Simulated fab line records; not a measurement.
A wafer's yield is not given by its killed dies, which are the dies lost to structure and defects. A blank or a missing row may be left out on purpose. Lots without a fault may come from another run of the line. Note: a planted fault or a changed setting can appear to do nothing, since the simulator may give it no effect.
Split-lot experiment | flow n5Finfet | route with 1938 steps; 7 lots, 21 wafers read

THE SPLIT
At N5_BEOL_M5_ETCH_41 (etches SiCN in CH3F/O2, target depth 31.5 nm, time 56.7 s), the setting sourceW was moved away from the recipe's 395 W on 9 of the 21 wafers read, by -6.6% to +10.2%. All remaining wafers had this setting at the recipe value.

The split's own step is where the reading is taken.

THE READING
rfVppV, in V, at N5_BEOL_M5_ETCH_41 (etches SiCN in CH3F/O2, target depth 31.5 nm, time 56.7 s). On this fab line, fault-free wafers typically give 297.5 V with a standard deviation of 1.7 V.

wafer  | tool, chamber at the split | sourceW as run, W | against the recipe | rfVppV, V | against lot-mates on the recipe
L074.2 | rieDiel-03, 3              | 395               | recipe             | 301.3     | -
L074.4 | rieDiel-03, 1              | 395               | recipe             | 298.1     | -
L074.6 | rieDiel-03, 2              | 395               | recipe             | 294.2     | -
L076.1 | rieDiel-06, 0              | 395               | recipe             | 295.8     | -
L076.4 | rieDiel-06, 1              | 395               | recipe             | 299.0     | -
L076.6 | rieDiel-06, 0              | 425.2             | +7.6%              | 289.2     | -8.2
L080.1 | rieDiel-02, 2              | 369.1             | -6.6%              | 306.3     | +7.1
L080.4 | rieDiel-02, 2              | 395               | recipe             | 299.2     | -
L080.5 | rieDiel-02, 0              | 369.1             | -6.6%              | 303.7     | +4.5
L089.1 | rieDiel-02, 3              | 395               | recipe             | 296.3     | -
L089.3 | rieDiel-02, 0              | 395               | recipe             | 297.2     | -
L089.5 | rieDiel-02, 0              | 395               | recipe             | 295.5     | -
L083.1 | rieDiel-03, 1              | 395               | recipe             | 299.4     | -
L083.3 | rieDiel-03, 0              | 435.3             | +10.2%             | 287.1     | -10.8
L083.5 | rieDiel-03, 0              | 395               | recipe             | 296.4     | -
L097.1 | rieDiel-03, 2              | 415.3             | +5.1%              | 296.3     | -4.3
L097.2 | rieDiel-03, 3              | 395               | recipe             | 300.6     | -
L097.5 | rieDiel-03, 2              | 415.3             | +5.1%              | 293.9     | -6.7
L096.3 | rieDiel-06, 2              | 425               | +7.6%              | 289.7     | no lot-mate on the recipe
L096.5 | rieDiel-06, 0              | 425               | +7.6%              | 287.7     | no lot-mate on the recipe
L096.6 | rieDiel-06, 3              | 425               | +7.6%              | 288.2     | no lot-mate on the recipe

FIT RESULTS
A straight line over all 21 wafers: rfVppV changes by -1.08 V for each +1% of sourceW; r = -0.92; the points scatter about the line by 2.1 V.
The same after taking each lot's own level away (the mean of its wafers on the recipe; 18 wafers): -1 V for each +1%; r = -0.93; scatter 1.7 V.
The reading moves by 10 V for the largest change in sourceW, on that fit.
Measured against the standard deviation above, the lots' own levels, which go from 296.33 to 300.60 V, span 2.5 times it.
So the lot-to-lot level changes the slope little: the two slopes agree.
Check: for one of the wafers moved furthest among these (+10.2%), held out of the fit, the line's prediction against its lot-mates is -10.2 V. It came out at -10.8 V against them.
Tool readings at the split's step, against how far the setting was moved: rfVppV r = -0.92.

ADDITIONAL SPLITS CARRIED BY THESE WAFERS
Note: prior to the reading, these wafers also went through further splits. Each is held against what the fit with the lots' levels taken away leaves over:
other split on the same wafers  | wafers away from the commonest value | r with rfVppV (lot level and that fit taken away)
N5_BEOL_M2_TRENCH_ETCH_37 timeS | 5                                    | +0.08
N5_BEOL_M3_VIA_ETCH_34 biasW    | 10                                   | +0.09
N5_BEOL_M5_TRENCH_ETCH_37 timeS | 7                                    | -0.22

THE FILE'S OWN FIT
rfVppV changes by -1.03 V for each +1% of sourceW, r = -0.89.
